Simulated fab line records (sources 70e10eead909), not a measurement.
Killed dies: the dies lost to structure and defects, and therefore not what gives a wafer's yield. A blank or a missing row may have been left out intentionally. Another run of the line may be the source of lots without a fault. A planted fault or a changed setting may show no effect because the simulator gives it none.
Chamber matching	flow nand_harc	rie_diel-08 running NHARC_A_M1_STRIP_18: 4 sister chambers
The step strips in N2/H2. 8 wafers are shown with their chamber, then 10 later ones without.

EACH WAFER AND ITS CHAMBER
wafer	chamber	drypump_motor_current_A (A)	rf_vpp_V (V)
L085.6	2	5.1	91.3
L086.6	2	5.1	91.7
L089.1	0	6.2	90.6
L089.4	3	6.2	91.1
L088.5	0	6.3	90.2
L088.6	1	6.1	92.3
L093.2	3	6.2	90.7
L093.3	1	6.1	90.7

WAFERS MISSING THEIR CHAMBER
wafer	drypump_motor_current_A (A)	rf_vpp_V (V)
L093.5	6.1	91.4
L092.1	6.0	89.3
L092.5	6.1	90.5
L092.6	6.2	91.5
L096.1	6.1	90.5
L096.3	6.2	91.9
L096.4	5.1	92.3
L097.2	6.3	89.8
L097.4	6.2	90.5
L097.5	6.3	90.9

CHAMBER TAKEN BY EACH
wafer	from the rows above	in truth
L093.5	1	1
L092.1	can't be placed: 1 or 3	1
L092.5	can't be placed: 1 or 3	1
L092.6	can't be placed: 3 or 0 or 1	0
L096.1	can't be placed: 1 or 3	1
L096.3	can't be placed: 3 or 0 or 1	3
L096.4	2	2
L097.2	can't be placed: 0 or 3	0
L097.4	can't be placed: 3 or 0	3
L097.5	can't be placed: 0 or 3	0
Placed correctly: 2 of 10. These rows do not allow placing 8 (true chamber among the candidates in 8). 0 placed wrongly.
How it was worked out, from the rows above alone: a wafer's distance from a chamber is the root of the sum, over the readings, of the square of ((its reading less the chamber's mean) divided by the reading's scatter). If the next closest chamber is less than 2 further off than the closest, the wafer can't be placed; otherwise it belongs to the closest. The mean given for a chamber averages the wafers shown for that chamber. The scatter: the root of (the sum of the squares of (reading less its chamber's mean) over the shown wafers, divided by (wafers less chambers)).
